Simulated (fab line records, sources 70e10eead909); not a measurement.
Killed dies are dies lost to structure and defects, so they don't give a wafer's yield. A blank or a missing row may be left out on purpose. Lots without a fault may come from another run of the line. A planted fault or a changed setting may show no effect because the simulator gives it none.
A struck lot beside a sound one | flow nand_harc | 15 steps out of a route of 1159
Sound: wafers L435.3, L435.4, L435.5. Struck: wafers L446.5, L446.6. (L446.3 of the same lot was not struck and is left out.) The cause comes at the end.
At each step with rows: each side's tool, then ch and its chambers, then its first start. Under that, the readings that differ: sound wafers | struck wafers | difference of the means | sigmas: that difference in standard deviations of wafers without a fault.
alike: readings whose means differ by less than 2 such deviations, and words and numbers that are the same on both sides. not compared: withheld readings, readings that some wafer has no value for, bounds like >300 that may hide the same value, and numbers for which the record gives no deviation and whose values overlap.
The two part at a step that has a row with sigmas, a row that says differs or no value, or rows on one side only. Numbers that don't overlap but have no deviation are shown without sigmas and don't part them. A reading that every wafer of one side lacks parts them only if that side has two wafers or more.

first, 1 step without rows for these wafers: NHARC_A_CONTACT_ETCH_118 (etches the open film in C4F8/O2/Ar, time 94 s, target depth 922 nm).
NHARC_A_CONTACT_ETCH_119: etches the open film in C4F8/O2/Ar, time 94 s, target depth 922 nm.
  sound on har_cap_etch-02 ch 0,1, day 16 10:25; struck on har_cap_etch-03 ch 0,1, day 19 11:31
  not compared: rf_hours_counter_h
NHARC_A_CONTACT_ETCH_120: etches the open film in C4F8/O2/Ar, time 94 s, target depth 922 nm.
  sound on har_cap_etch-02 ch 0,1, day 16 10:31; struck on har_cap_etch-03 ch 0,1, day 19 11:37
  not compared: rf_hours_counter_h
NHARC_A_CONTACT_ETCH_121: etches the open film in C4F8/O2/Ar, time 94 s, target depth 922 nm.
  sound on har_cap_etch-02 ch 0,1, day 16 10:36; struck on har_cap_etch-03 ch 0,1, day 19 11:43
  not compared: rf_hours_counter_h
then, 3 steps without rows for these wafers: NHARC_A_CONTACT_ETCH_122 (etches the open film in C4F8/O2/Ar, time 95 s, target depth 930 nm); NHARC_A_CONTACT_ETCH_123 (etches the open film in C4F8/O2/Ar, time 253 s, target depth 1090 nm); NHARC_A_CONTACT_ETCH_90 (etches the open film in CH3F/O2, target depth 40 nm, time 85.7 s).
NHARC_A_CONTACT_ETCH_96: etches the open film in C4F6/O2, target depth 20 nm, time 10 s.
  sound on rie_diel-06 ch 2,3; struck on rie_diel-06 ch 0,1
  alike: drypump_motor_current_A, mfc_ar_sccm, oes_product_au, rf_vpp_V, showerhead_plenum_p_Torr, throttle_valve_pct
  not compared: rf_hours_counter_h
NHARC_A_CONTACT_CD_MEAS_53:
  sound on cd_sem-01, day 16 11:34; struck on cd_sem-02, day 19 12:40
  alike: cd_nm
then, 3 steps without rows for these wafers: NHARC_A_CONTACT_STRIP_99 (strips in N2/H2); NHARC_A_CONTACT_STRIP_100 (strips in CF4/CHF3); NHARC_A_CONTACT_STRIP_101 (strips in O2/COS).
NHARC_A_CONTACT_ETCH_102: etches the open film in CF4/O2, target depth 70 nm, overetch 7 nm, time 38.5 s.
  sound on rie_diel-06 ch 0,1,2, day 16 11:52; struck on rie_diel-03 ch 1,2, day 19 12:58
  reading               | sound             | struck      | difference | sigmas
  oes_product_au (a.u.) | 1.017 1.008 0.992 | 0.944 0.944 | -0.062     | -6
  alike: drypump_motor_current_A, mfc_ar_sccm, oes_ar_750_au, oes_f_703_au, rf_vpp_V, showerhead_plenum_p_Torr, throttle_valve_pct
  not compared: rf_hours_counter_h
NHARC_A_CONTACT_STRIP_55: strips in O2.
  sound on rie_diel-06 ch 1,2,3; struck on rie_diel-03 ch 0,3
  reading                         | sound          | struck    | difference | sigmas
  showerhead_plenum_p_Torr (Torr) | 3.66 3.58 3.63 | 3.29 3.40 | -0.28      | -2
  alike: drypump_motor_current_A, mfc_ar_sccm, oes_product_au, rf_vpp_V, throttle_valve_pct
  not compared: rf_hours_counter_h
-- the record jumps here: 4 days lie between the struck wafers' starts before and after (it left off in module A_CONTACT and takes up again in module END, whose first step shown is number 1159 of the route) --
NHARC_END_SORT_01:
  sound on prober-02 ch 0, day 21 17:05; struck on prober-01 ch 0, day 23 01:57
  reading         | sound    | struck  | difference | sigmas
  killed_at_array | 21 20 19 | 124 108 | +96        | +11
  killed_dies     | 25 24 23 | 131 116 | +100       | +11
  alike: killed_at_other, killed_at_periphery, killed_open, killed_short

WHERE THEY PART
First at NHARC_A_CONTACT_ETCH_102; last, within this record, at NHARC_END_SORT_01.

WHY: what the simulator had put in
Process parameter drift: rie_diel-03, from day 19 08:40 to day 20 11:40, at NHARC_A_CONTACT_ETCH_102. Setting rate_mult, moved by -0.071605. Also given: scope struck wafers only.
